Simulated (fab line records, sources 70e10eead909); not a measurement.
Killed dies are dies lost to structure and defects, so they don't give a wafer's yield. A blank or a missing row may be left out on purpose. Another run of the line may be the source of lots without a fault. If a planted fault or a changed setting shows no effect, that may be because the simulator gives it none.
A struck lot beside a sound one / flow nand-harc / 17 out of 1159 route steps
Sound: these wafers, L171.1, L171.2, L171.6. Struck: wafer L183.1 (left out: L183.2, L183.5 of the same lot, which were not struck); the cause appears at the end.
For every step that has rows: the tool of each side, followed by ch and its chambers, followed by its first start. Under that, the readings that differ: sound wafers / struck wafers / difference of the means / sigmas: that difference in standard deviations of wafers without a fault.
alike: readings whose means differ by less than 2 such deviations, and words and numbers that are the same on both sides. not compared: withheld readings, readings that some wafer has no value for, bounds like >300 that may hide the same value, and numbers for which the record gives no deviation and whose values overlap.
A row with sigmas, a row that says differs or no value, or rows on one side alone: a step with any of these is where the two part. When numbers do not overlap yet have no deviation, they are printed without sigmas and do not part them. A reading that every wafer of one side lacks parts them only if that side has two wafers or more.

NHARC_P_M1_INSPECT_11:
  sound on defect-inspect-01 at day 7 10:13; struck on defect-inspect-02 at day 10 03:52
  alike: raw-defect-count
NHARC_P_M1_DESCUM_14: chemistry O2, time 3 s.
  sound on rie-diel-08 ch 0,3, day 7 10:17; struck on rie-diel-08 ch 3, day 10 03:55
reading=throttle-valve-pct (%); sound=11.321 11.310 11.316; struck=11.287; difference=-0.029; sigmas=-3
  alike: drypump-motor-current-A, oes-product-au, rf-vpp-V, showerhead-plenum-p-Torr
  not compared: rf-hours-counter-h
then, 2 steps without rows for these wafers: NHARC_P_M1_ETCH_35 (etches the open film in N2/H2, target depth 40 nm, overetch 12 nm, time 43.94 s); NHARC_P_M1_ETCH_15 (etches the open film in C4F8/Ar, target depth 182.5 nm, time 91.2 s).
NHARC_P_M1_CD_MEAS_16:
  sound on cd-sem-01 at day 7 10:35; struck on cd-sem-02 at day 10 04:14
  alike: cd-nm
NHARC_P_M1_STRIP_18: strips in N2/H2.
  sound on rie-diel-03 ch 0,2, day 7 10:40; struck on rie-diel-11 ch 2, day 10 04:18
reading=rf-vpp-V (V); sound=90.7 90.9 92.1; struck=89.0; difference=-2.2; sigmas=-2
  alike: drypump-motor-current-A, n2-flow-sccm, oes-product-au, showerhead-plenum-p-Torr, throttle-valve-pct
  not compared: rf-hours-counter-h
then, 2 steps without rows for these wafers: NHARC_P_M1_ETCH_28 (etches the open film in CF4/N2, target depth 30 nm, time 72.99 s); NHARC_P_M1_STRIP_19 (strips in post etch residue remover, time 600 s).
NHARC_P_M1_DEGAS_29: time 60 s.
  sound on pvd-sputter-01 at day 7 11:18; struck on pvd-sputter-01 at day 10 04:57
  alike: heater-power-w
then, 2 steps without rows for these wafers: NHARC_P_M1_PRE_CLEAN_30 (time 30 s); NHARC_P_M1_PVD_20 (deposits TaN, target thk 5 nm, time 8.06 s).
NHARC_P_M1_PVD_21: deposits Cu, target thk 30 nm, time 20.49 s.
  sound on pvd-sputter-01; struck on pvd-sputter-01
  alike: throttle-valve-pct
NHARC_P_M1_ECD_22: material Cu, target thk 400 nm.
  sound on ecd-cu-02 ch 0,1, day 7 11:40; struck on ecd-cu-02 ch 0,1, day 10 05:19
NHARC_P_M1_ANNEAL_31: time 90 s.
  sound on rtp-anneal-01 ch 0, day 7 12:02; struck on rtp-anneal-01 ch 0, day 10 05:41
  alike: wafer_temp_C_max
NHARC_P_M1_CMP_23: polishes, t overpolish 20 s, target thk 157.82 nm.
  sound on cmp-04 ch 0,2,3, day 7 12:23; struck on cmp-02 ch 1, day 10 06:02
reading=time-to-endpoint-s (s); sound=28.3 34.5 27.3; struck=12.9; difference=-17.1; sigmas=-7
  alike: motor-current-A
  not compared: pad-life-wafers
NHARC_P_M1_THK_MEAS_24: measures by xrf.
  sound on film-metro-02 at day 7 12:41; struck on film-metro-01 at day 10 06:21
  alike: thk-nm
-- record jumps: 13 days between struck wafers' starts before vs after; left off in module P_M1, resumes in module END, first step shown is number 1159 of the route --
NHARC_END_SORT_01:
  here the record holds rows for the struck wafers (prober-02 ch 0, day 23 04:37) but none for the sound ones

== WHERE THEY PART ==
Earliest at NHARC_P_M1_DESCUM_14; latest, in this record, at NHARC_END_SORT_01.

WHY: what the simulator had put in
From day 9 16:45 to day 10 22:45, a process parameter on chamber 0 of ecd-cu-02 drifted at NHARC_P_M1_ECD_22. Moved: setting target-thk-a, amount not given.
